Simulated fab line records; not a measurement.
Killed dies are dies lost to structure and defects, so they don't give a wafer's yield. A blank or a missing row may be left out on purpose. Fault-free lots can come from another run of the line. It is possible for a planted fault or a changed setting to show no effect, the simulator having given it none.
fab line records + flow n5Finfet
[record]
- lots = 4
- wafers = 12
- lastDay = 19
route steps=1938 shown MOL_CONTACT_COAG@529 BEOL_M4@1111 PASSIVATION@1936
lots that met no fault: from a run of the same line without faults
startH: start of the lot's first displayed wafer, in hours after the record's first day + waitH: how many hours have passed since the lot's step before this one + " as in the row above + L1.1+2: a row that stands for several wafers + - no value, or no start given + * or withheld: withheld + < > ~ a bound
route shown NAME@n: names a module that has steps shown in the file, with the first one's number in the route + usual: mean/standard deviation of fault-free wafers + same: alike in all rows + chamber/n: place in a boat + sites: the reading at each site + _std_site: the values' standard deviation + _edge_site: the outer-site mean with the inner-site mean subtracted + radiusMm: for every site, how far away it sits from the centre of the wafer + mask NAME#n: copy n + behind: the most recent tool/chamber to have shaped the wafer + hold: cause of the lot's hold/its duration in hours/its outcome + device: the transistor (n, p or np) that didn't switch + end of line: the tests these same wafers got at the end of their route + a step with no rows: only its recipe + killed: dies lost to structure and defects at the first sort, not the wafer's yield + map: the dies of a wafer, with x for killed, . for not killed, _ for no die there
set.NAME: the setting that was run; set.NAME@STEP: the one run at that earlier step + model.NAME: the simulator's own value behind a step, which no gauge read
a table for each step, a row for each wafer; lots at some steps of the route
services: from which hour (startH, from the record's first day; less than 0 if before it) a tool's chamber was out of use, for how many hours, and why
[[steps]]
[step N5_MOL_CONTACT_COAG_DESCUM_13]
[recipe]
- chemistry = O2
- timeS = 7
- sourcePowerW = 50
- biasPowerW = 20
- pressureMtorr = 20
- rfFrequencyHz = 2.712e+07
- tempC = 40
- resist = CAR-EUV
- o2FlowSccm = 225
[step N5_MOL_CONTACT_COAG_ETCH_59]
[recipe]
- chemistry = N2/H2
- target = underlayer
- targetDepthA = 130
- maskMaterial = CAR-EUV
- timeS = 10.4
- ionEnergyEv = 200
- pressureMtorr = 30
- sourceW = 840
- biasW = 150
- n2FlowSccm = 200
- h2FlowSccm = 200
- ends = cleared
[step N5_MOL_CONTACT_COAG_ETCH_105]
[recipe]
- chemistry = CF4
- target = SiARC
- targetDepthA = 156
- maskMaterial = CAR-EUV
- timeS = 26
- ionEnergyEv = 80
- pressureMtorr = 40
- sourceW = 545
- biasW = 36
- Ar_flow_sccm = 100
- cf4FlowSccm = 100
- ends = cleared
[step N5_MOL_CONTACT_COAG_ETCH_106]
[recipe]
- chemistry = N2/H2
- target = SOC
- targetDepthA = 800
- overetchA = 160
- maskMaterial = SiARC
- tempC = 40
- timeS = 120
- ionEnergyEv = 200
- pressureMtorr = 30
- sourceW = 840
- biasW = 150
- n2FlowSccm = 200
- h2FlowSccm = 200
[step N5_MOL_CONTACT_COAG_STRIP_107]
[recipe]
- chemistry = N2/H2
- tempC = 40
- n2FlowSccm = 200
- h2FlowSccm = 200
- rfFrequencyHz = 6e+07
[step N5_MOL_CONTACT_COAG_STRIP_108]
[recipe]
- chemistry = N2/H2
- tempC = 40
- n2FlowSccm = 200
- h2FlowSccm = 200
- rfFrequencyHz = 6e+07
[step N5_MOL_CONTACT_COAG_CONTACT_ETCH_14]
[recipe]
- chemistry = C4F6/O2
- target = SiO2
- targetDepthA = 275
- overetchA = 85
- maskMaterial = SOC
- pressureMtorr = 30
- sourceW = 370
- biasW = 185
- Ar_flow_sccm = 300
- C4F6_flow_sccm = 16
- O2_flow_sccm = 10
- timeS = 20
- ionEnergyEv = 259.6
[step N5_MOL_CONTACT_COAG_STRIP_109]
[recipe]
- chemistry = C4F6/O2
- resist = SiARC
- rfFrequencyHz = 6e+07
[step N5_MOL_CONTACT_COAG_ETCH_15]
[recipe]
- chemistry = CH3F/O2
- target = SiNx
- targetDepthA = 70
- maskMaterial = SOC
- stopOn = Si:P
- overEtchFrac = 0.75
- ionEnergyEv = 120
- pressureMtorr = 30
- sourceW = 395
- biasW = 73
- Ar_flow_sccm = 150
- CH3F_flow_sccm = 30
- O2_flow_sccm = 20
[step N5_MOL_CONTACT_COAG_ETCH_110]
[recipe]
- chemistry = CF4/O2
- target = Si
- targetDepthA = 25
- timeS = 8
- pressureMtorr = 100
- sourceW = 200
- biasW = 12
- ionEnergyEv = 60
- Ar_flow_sccm = 100
- cf4FlowSccm = 100
- O2_flow_sccm = 10
[step N5_MOL_CONTACT_COAG_STRIP_98]
[recipe]
- chemistry = N2/H2
- powerW = 500
- tempC = 40
- pressureMtorr = 50
- rfFrequencyHz = 6e+07
- overashFraction = 0.3
- biasPowerW = 8
- h2Frac = 0.5
- n2FlowSccm = 300
- h2FlowSccm = 300
[step N5_MOL_CONTACT_COAG_IMPLANT_129]
[recipe]
- species = Ge
- energyKev = 3
- doseCm2 = 6e+14
- tiltDeg = 0
- rotationDeg = 0
[usual]
- beamEnergyKeV = 3.0001/0.00079
| lot.wafer | tool         | chamber | startH | waitH | beamEnergyKeV | model.implant.rpNm | model.implant.drpNm |
|-----------|--------------|---------|--------|-------|---------------|--------------------|---------------------|
| L826.1    | implanter-01 | 0       | 131.60 | 0.0   | 3.0013        | 6.072              | 2.134               |
| L826.2    | "            | 0       | "      | "     | 3.0013        | 6.072              | 2.134               |
| L826.4    | "            | 0       | "      | "     | 2.9997        | 6.072              | 2.134               |
| L835.1    | implanter-01 | 0       | 183.08 | 0.0   | 0.6484        | 2.753              | 1                   |
| L835.2    | "            | 0       | "      | "     | 0.6472        | 2.753              | 1                   |
| L835.6    | "            | 0       | "      | "     | 0.6476        | 2.753              | 1                   |
| L836.3    | implanter-01 | 0       | 195.39 | 0.1   | 0.6484        | 2.724              | 1                   |
| L836.5    | "            | 0       | "      | "     | 0.6475        | 2.724              | 1                   |
| L836.6    | "            | 0       | "      | "     | 0.6471        | 2.724              | 1                   |
| L842.1    | implanter-02 | 0       | 225.53 | 0.0   | 2.9992        | 6.114              | 2.134               |
| L842.2    | "            | 0       | "      | "     | 3.0009        | 6.114              | 2.134               |
| L842.6    | "            | 0       | "      | "     | 2.9987        | 6.114              | 2.134               |
[step N5_MOL_CONTACT_COAG_PRECLEAN_111]
[recipe]
- chemistry = NF3:NH3
- afsCycles = 1
- tempC = 30
- timeS = 20
- sublimationTempC = 180
- sublimationTimeS = 60
- pressureTorr = 3
- rfPowerW = 30
[step N5_MOL_CONTACT_COAG_TI_SIL_19]
[recipe]
- material = Ti
- targetThkA = 42
- tempC = 200
- chamberPressurePa = 5
- powerW = 5000
- timeS = 15
[step N5_MOL_CONTACT_COAG_ALD_20]
[recipe]
- material = TiN
- targetThkA = 15
- tempC = 400
- aldPrecursorFamily = TiCl4
- aldCoReactant = NH3
- pulseTimeS = 1
- purgeTimeS = 3
- coReactantPurgeTimeS = 2
- coReactantPulseTimeS = 2
- aldCycles = 68
- pressureTorr = 3
[step N5_MOL_CONTACT_COAG_SIL_ANNEAL_21]
[recipe]
- tempC = 550
- timeS = 60
- ambient = N2
[step N5_MOL_CONTACT_COAG_PRE_CLEAN_141]
[recipe]
- gas = H2/He
- timeS = 60
- tempC = 300
[step N5_MOL_CONTACT_COAG_SPUTTER_143]
[recipe]
- material = Co
- targetThkA = 25
- tempC = 25
- chamberPressurePa = 0.2
[step N5_MOL_CONTACT_COAG_CO_FILL_22]
[recipe]
- material = Co
- targetThkA = 200
- tempC = 200
- precursor = CCTBA/H2
- pressureTorr = 30
[step N5_MOL_CONTACT_COAG_ANNEAL_113]
[recipe]
- tempC = 400
- timeS = 300
- ambient = H2/N2
[step N5_MOL_CONTACT_COAG_PRE_CLEAN_142]
[recipe]
- gas = H2/He
- timeS = 60
- tempC = 300
[step N5_MOL_CONTACT_COAG_SPUTTER_130]
[recipe]
- material = Co
- targetThkA = 475
- tempC = 25
- chamberPressurePa = 0.5
- powerW = 3000
[step N5_MOL_CONTACT_COAG_PRECLEAN_125]
[recipe]
- chemistry = DIW
- timeS = 57.5
- tempC = 23
[step N5_MOL_CONTACT_COAG_SRD_126]
[recipe]
- dryTimeS = 32
- dry = n2Spin
- spinRpm = 1500
[step N5_MOL_CONTACT_COAG_CMP_23]
[recipe]
- stopOn = SiO2
- tOverpolishS = 1.5
- postCmpClean = cuAlkaline
- downForcePsi = 2
- platenRpm = 50.289
- padVelocityMS = 1.0006
- targetThkNm = 0
[step N5_MOL_CONTACT_COAG_WET_ETCH_26]
[recipe]
- target = Co
- targetDepthNm = 13
[step N5_MOL_CONTACT_COAG_WET_ETCH_116]
[recipe]
- chemistry = SC1-inhibited
- targetDepthNm = 4.6
- dry = ipaMarangoni
- rinseTimeS = 30
- rinseTempC = 23
[step N5_MOL_CONTACT_COAG_ALD_27]
[recipe]
- material = SiOC
- targetThkA = 170
- tempC = 400
- aldPrecursorFamily = carbosiloxane
- aldCoReactant = H2-plasma
- pulseTimeS = 1.5
- timeS = 2720
- purgeTimeS = 2
- coReactantPurgeTimeS = 2
- aldCycles = 340
- pressureTorr = 2
[step N5_MOL_CONTACT_COAG_CMP_28]
[recipe]
- stopOn = SiNx
- tOverpolishS = 0.85
- postCmpClean = alkalineBrush
- downForcePsi = 4.15
- platenRpm = 51.8
- padVelocityMS = 1.0307
- targetThkNm = 14.522
[step N5_MOL_CONTACT_COAG_ALD_123]
[recipe]
- material = SiNx
- targetThkA = 50
- tempC = 400
- aldPrecursorFamily = SiH2I2
- aldCoReactant = N2/H2-plasma
- pulseTimeS = 1
- purgeTimeS = 2
- coReactantPurgeTimeS = 2
- aldCycles = 100
- pressureTorr = 2
[step N5_MOL_CONTACT_COAG_PECVD_31]
[recipe]
- material = SiO2
- targetThkA = 460
- tempC = 400
- precursor = TEOS/O2
- pressureTorr = 6.5
- rfW = withheld
- teosFlowSccm = withheld
- gas = O2
- flowSccm = 2650
- timeS = 8.9
[step N5_MOL_CONTACT_COAG_COAT_75]
[recipe]
- resist = SOC
- tempC = 250
- timeS = 60
- spinRpm = 1500
- resistThkNm = 60
[step N5_MOL_CONTACT_COAG_COAT_76]
[recipe]
- resist = SiARC
- tempC = 220
- timeS = 60
- spinRpm = 1500
- resistThkNm = 10
[step N5_MOL_CONTACT_COAG_COAT_77]
[recipe]
- resist = underlayer
- tempC = 205
- timeS = 60
- spinRpm = 1500
- resistThkNm = 10
[step N5_MOL_CONTACT_COAG_COAT_78]
[recipe]
- resist = CAR-EUV
- spinRpm = 1500
- resistThkNm = 40
[step N5_MOL_CONTACT_COAG_EBR_80]
[recipe]
- solvent = PGMEA
- ebrWidthMm = 1.5
[step N5_MOL_CONTACT_COAG_SOFTBAKE_79]
[recipe]
- tempC = 110
- timeS = 60
- resist = CAR-EUV
[step N5_MOL_CONTACT_COAG_EXPOSE_81]
[recipe]
- maskId = VG
- na = 0.33
- sourceShape = annular
- sigmaInner = 0.3
- sigmaOuter = 0.7
- polarization = unpolarized
- defocusNm = 0
- doseMj = 59.5
[step N5_BEOL_M4_RC_MEAS_101]
[usual]
- DIBL_N = 36.6/1.9
- DIBL_P = 36.7/2.2
- IOFF_N = 0.16/0.035
- IOFF_P = 0.22/0.038
- ION_N = 672/14
- ION_P = 462/8.3
- RC_DENSE_N = 19.0/0.51
- RC_DENSE_P = 23.7/0.62
- RC_N = 15.5/0.41
- RC_P = 19.3/0.48
- REXT_N = 75.4/1.8
- REXT_P = 100.5/2.1
- SS_N = 71.6/0.65
- SS_P = 73.5/0.72
- VT_N = 250/3.5
- VT_P = -250/3.1
| lot.wafer | tool      | chamber | startH | waitH | DIBL_N[mV/V] | DIBL_P[mV/V] | IOFF_N[nA/um] | IOFF_P[nA/um] | ION_N[uA/um] | ION_P[uA/um] | RC_DENSE_N[ohm.um] | RC_DENSE_P[ohm.um] | RC_N[ohm.um] | RC_P[ohm.um] | REXT_N[ohm.um] | REXT_P[ohm.um] | SS_N[mV/dec] | SS_P[mV/dec] | VT_N[mV] | VT_P[mV] |
|-----------|-----------|---------|--------|-------|--------------|--------------|---------------|---------------|--------------|--------------|--------------------|--------------------|--------------|--------------|----------------|----------------|--------------|--------------|----------|----------|
| L826.1    | prober-01 | 0       | 236.85 | 0.0   | 38.4         | 38.8         | 0.20          | 0.22          | 678          | 456          | 18.4               | 23.1               | 15.1         | 18.9         | 74.7           | 97.2           | 72.8         | 73.3         | 245      | -251     |
| L826.2    | "         | 0       | "      | "     | 39.2         | 40.2         | 0.22          | 0.25          | 703          | 469          | 18.7               | 23.4               | 15.3         | 19.2         | 75.1           | 97.6           | 71.9         | 73.7         | 246      | -251     |
| L826.4    | "         | 0       | "      | "     | 40.0         | 40.8         | 0.23          | 0.26          | 682          | 458          | 19.5               | 24.7               | 16.1         | 20.0         | 75.5           | 98.5           | 73.2         | 74.5         | 245      | -248     |
| L835.1    | prober-01 | 0       | 291.00 | 0.0   | 35.8         | 37.3         | 0.15          | 0.24          | 657          | 455          | 35.5               | 44.3               | 28.9         | 35.7         | 87.9           | 118.5          | 71.3         | 74.4         | 251      | -247     |
| L835.2    | "         | 0       | "      | "     | 40.0         | 41.2         | 0.24          | 0.32          | 647          | 450          | 35.7               | 44.1               | 29.2         | 36.5         | 88.9           | 117.1          | 72.7         | 75.3         | 249      | -245     |
| L835.6    | "         | 0       | "      | "     | 35.4         | 37.4         | 0.15          | 0.23          | 643          | 456          | 34.4               | 43.0               | 28.2         | 35.3         | 86.3           | 116.9          | 71.4         | 74.0         | 252      | -247     |
| L836.3    | prober-02 | 0       | 293.45 | 0.3   | 35.8         | 37.5         | 0.17          | 0.23          | 656          | 458          | 35.0               | 43.6               | 28.3         | 35.4         | 88.1           | 119.8          | 71.0         | 73.6         | 252      | -250     |
| L836.5    | "         | 0       | "      | "     | 37.8         | 39.9         | 0.21          | 0.29          | 658          | 451          | 34.5               | 43.4               | 28.2         | 35.4         | 90.2           | 119.3          | 72.5         | 75.2         | 246      | -245     |
| L836.6    | "         | 0       | "      | "     | 37.3         | 38.7         | 0.21          | 0.25          | 664          | 457          | 34.7               | 43.3               | 28.7         | 35.8         | 87.9           | 119.9          | 72.3         | 74.0         | 245      | -246     |
| L842.1    | prober-01 | 0       | 327.85 | 0.0   | 39.5         | 41.3         | 0.23          | 0.30          | 693          | 471          | 19.6               | 24.7               | 16.0         | 20.0         | 75.8           | 101.2          | 72.2         | 74.0         | 245      | -245     |
| L842.2    | "         | 0       | "      | "     | 34.9         | 35.8         | 0.13          | 0.19          | 670          | 464          | 18.4               | 23.4               | 15.0         | 18.9         | 75.4           | 100.2          | 71.5         | 73.0         | 251      | -253     |
| L842.6    | "         | 0       | "      | "     | 38.2         | 40.7         | 0.21          | 0.30          | 698          | 471          | 18.3               | 22.9               | 15.0         | 18.9         | 75.6           | 99.2           | 71.8         | 73.9         | 246      | -245     |
[step N5_PASSIVATION_PROBE_49]
[usual]
- defectLimitedYield = 91.6/1.4
- killed_at_M0_to_M3 = 35/10
- killed_at_M4_up = 13/4.8
- killedAtContacts = 12/7.2
- killedAtFrontEnd = 36/12
- killedAtOther = 4/3.1
- killedDies = 100/17
- killedOpen = 66/13
- killedShort = 32/7.3
- sort_bin_4_leakage = 0.00/0.0099
- sort_bin_5_function = 5.0/0.94
- sort_bin_6_memory = 3.1/0.67
- sortNPass = 1080/17
- sortYieldPct = 91.6/1.4
[same]
- grossDies = 1180
- killedAtBackSide = 0
- sort_bin_8_speed[%] = 0
| lot.wafer | tool      | chamber | startH | waitH | defectLimitedYield[%] | killed_at_M0_to_M3 | killed_at_M4_up | killedAtContacts | killedAtFrontEnd | killedAtOther | killedDies | killedOpen | killedShort | sort_bin_4_leakage[%] | sort_bin_5_function[%] | sort_bin_6_memory[%] | sortNPass | sortYieldPct[%] |
|-----------|-----------|---------|--------|-------|-----------------------|--------------------|-----------------|------------------|------------------|---------------|------------|------------|-------------|-----------------------|------------------------|----------------------|-----------|-----------------|
| L826.1    | prober-01 | -       | 356.78 | 0.0   | 92.5                  | 23                 | 9               | 12               | 38               | 7             | 89         | 58         | 30          | 0                     | 3.9                    | 3.4                  | 1091      | 92.5            |
| L826.2    | prober-01 | -       | 356.83 | 0.1   | 91.6                  | 29                 | 20              | 12               | 36               | 2             | 99         | 62         | 37          | 0                     | 4.7                    | 3.6                  | 1081      | 91.6            |
| L826.4    | prober-01 | -       | 356.93 | 0.2   | 92.4                  | 25                 | 10              | 9                | 42               | 4             | 90         | 57         | 33          | 0                     | 4.2                    | 3.1                  | 1090      | 92.4            |
| L836.3    | prober-01 | -       | 409.24 | 0.1   | 93.1                  | 48                 | 10              | 8                | 16               | 0             | 82         | 56         | 26          | 0                     | 4.6                    | 2.2                  | 1098      | 93.1            |
| L836.5    | prober-01 | -       | 409.34 | 0.2   | 93.5                  | 31                 | 5               | 9                | 30               | 2             | 77         | 55         | 22          | 0                     | 4.3                    | 1.8                  | 1103      | 93.5            |
| L836.6    | prober-01 | -       | 409.39 | 0.3   | 92.3                  | 27                 | 12              | 13               | 38               | 1             | 91         | 63         | 28          | 0                     | 4.2                    | 3.0                  | 1089      | 92.3            |
| L842.1    | prober-02 | -       | 448.75 | 0.0   | 91.2                  | 26                 | 6               | 17               | 52               | 3             | 104        | 75         | 29          | 0                     | 4.6                    | 4.1                  | 1076      | 91.2            |
| L842.2    | prober-02 | -       | 448.80 | 0.1   | 89.7                  | 31                 | 21              | 18               | 46               | 5             | 121        | 86         | 35          | 0                     | 6.2                    | 3.8                  | 1059      | 89.7            |
| L842.6    | prober-02 | -       | 449.00 | 0.3   | 91.3                  | 43                 | 6               | 22               | 29               | 3             | 103        | 67         | 36          | 0                     | 4.6                    | 4.0                  | 1077      | 91.3            |
// killed by level:class
L826.1 MOL_CONTACT_COAG:geometricParticle:open=11 STI_FIN_REVEAL:geometricParticle:open=8 FIN_SAQP:geometricParticle:short=7 BEOL_M0_SAQP:geometricParticle:short=5 BEOL_M1:geometricParticle:open=5 FIN_SAQP:geometricParticle:open=4 DUMMY_GATE:geometricParticle:open=4 BEOL_M0_SAQP:geometricParticle:open=4
L826.2 STI_FIN_REVEAL:geometricParticle:open=17 BEOL_M4:geometricParticle:open=9 MOL_CONTACT_COAG:geometricParticle:open=8 BEOL_M0_SAQP:geometricParticle:short=8 BEOL_M1:geometricParticle:open=8 STARTING-WAFER:geometricParticle:short=4 FIN_SAQP:geometricParticle:open=4 MOL_CONTACT_COAG:geometricParticle:short=4
L826.4 FIN_SAQP:geometricParticle:open=13 BEOL_M0_SAQP:geometricParticle:short=12 STI_FIN_REVEAL:geometricParticle:open=10 BEOL_M0_SAQP:geometricParticle:open=7 MOL_CONTACT_COAG:geometricParticle:open=6 FIN_SAQP:geometricParticle:short=3 MOL_CONTACT_COAG:geometricParticle:short=3 BEOL_M1:geometricParticle:open=3
L836.3 BEOL_M0_SAQP:geometricParticle:short=11 BEOL_M0_SAQP:geometricParticle:open=11 BEOL_M3:geometricParticle:open=10 BEOL_M1:geometricParticle:open=7 MOL_CONTACT_COAG:geometricParticle:open=6 GATE_CUT:geometricParticle:short=5 BEOL_M2:geometricParticle:open=5 BEOL_M4:geometricParticle:open=3
L836.5 BEOL_M0_SAQP:geometricParticle:open=10 BEOL_M1:geometricParticle:open=8 MOL_CONTACT_COAG:geometricParticle:open=7 FIN_SAQP:geometricParticle:short=6 FIN_SAQP:geometricParticle:open=6 DUMMY_GATE:geometricParticle:open=6 BEOL_M0_SAQP:geometricParticle:short=6 STI_FIN_REVEAL:geometricParticle:open=5
L836.6 STI_FIN_REVEAL:geometricParticle:open=15 MOL_CONTACT_COAG:geometricParticle:open=11 BEOL_M0_SAQP:geometricParticle:open=10 BEOL_M0_SAQP:geometricParticle:short=7 GATE_CUT:geometricParticle:open=3 GATE_CUT:geometricParticle:short=3 BEOL_M3:geometricParticle:open=3 BEOL_M3:geometricParticle:short=3
L842.1 MOL_CONTACT_COAG:geometricParticle:open=17 STI_FIN_REVEAL:geometricParticle:open=9 FIN_SAQP:geometricParticle:open=8 ILD0:geometricParticle:short=6 BEOL_M1:geometricParticle:open=6 FIN_SAQP:geometricParticle:short=5 DUMMY_GATE:geometricParticle:open=5 BEOL_M2:geometricParticle:open=5
L842.2 MOL_CONTACT_COAG:geometricParticle:open=14 FIN_SAQP:geometricParticle:open=10 STI_FIN_REVEAL:geometricParticle:open=8 BEOL_M1:geometricParticle:open=7 GATE_CUT:geometricParticle:short=7 BEOL_M3:geometricParticle:open=7 BEOL_M4:geometricParticle:open=6 GATE_CUT:geometricParticle:open=4
L842.6 MOL_CONTACT_COAG:geometricParticle:open=15 BEOL_M0:geometricParticle:open=11 BEOL_M0_SAQP:geometricParticle:open=8 MOL_CONTACT_COAG:geometricParticle:short=7 BEOL_M0_SAQP:geometricParticle:short=7 BEOL_M3:geometricParticle:open=6 FIN_SAQP:geometricParticle:short=5 DUMMY_GATE:geometricParticle:open=5
[[services]]
| tool         | chamber | startH | hours | kind   |
|--------------|---------|--------|-------|--------|
| implanter-02 | -       | 108.62 | 3.7   | pm     |
| implanter-02 | -       | 120.52 | 3.8   | pm     |
| implanter-02 | -       | 185.95 | 0.8   | repair |
| implanter-01 | -       | 198.77 | 2.5   | pm     |
[[key]]
[firstSign]
- step = N5_MOL_CONTACT_COAG_IMPLANT_129
- reading = beamEnergyKeV
- direction = down
- sigmas = 99+
- usual = 3.0001
- struck = 0.6477
[effect]
- step = N5_BEOL_M4_RC_MEAS_101
- reading = RC_P
- direction = up
- sigmas = 34
- usual = 19.3
- struck = 35.7
[effect]
- step = N5_BEOL_M4_RC_MEAS_101
- reading = RC_N
- direction = up
- sigmas = 32
- usual = 15.5
- struck = 28.6
[effect]
- step = N5_BEOL_M4_RC_MEAS_101
- reading = RC_DENSE_P
- direction = up
- sigmas = 32
- usual = 23.7
- struck = 43.6
[effect]
- step = N5_BEOL_M4_RC_MEAS_101
- reading = RC_DENSE_N
- direction = up
- sigmas = 31
- usual = 19.0
- struck = 35.0
[effect]
- step = N5_BEOL_M4_RC_MEAS_101
- reading = REXT_P
- direction = up
- sigmas = 8.7
- usual = 100.5
- struck = 118.6
[effect]
- step = N5_BEOL_M4_RC_MEAS_101
- reading = REXT_N
- direction = up
- sigmas = 7.3
- usual = 75.4
- struck = 88.2
[modelEffect]
- step = N5_MOL_CONTACT_COAG_IMPLANT_129
- value = implant.rpNm
- without = 6.159
- struck = 2.738
metAt N5_MOL_CONTACT_COAG_IMPLANT_129
struckWafers L835.1,L835.2,L835.6,L836.3,L836.5,L836.6
onsetBetween 131.60 183.08
[fault]
- kind = processParameterDrift
- tool = implanter-01
- chamber = -
- onsetH = 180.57
- steps = N5_MOL_CONTACT_COAG_IMPLANT_129
- channel = energyKev
- offset = -2.3522
- shape = step
- endH = 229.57
- actsIn = theseRecipesOnly
- stated = 3
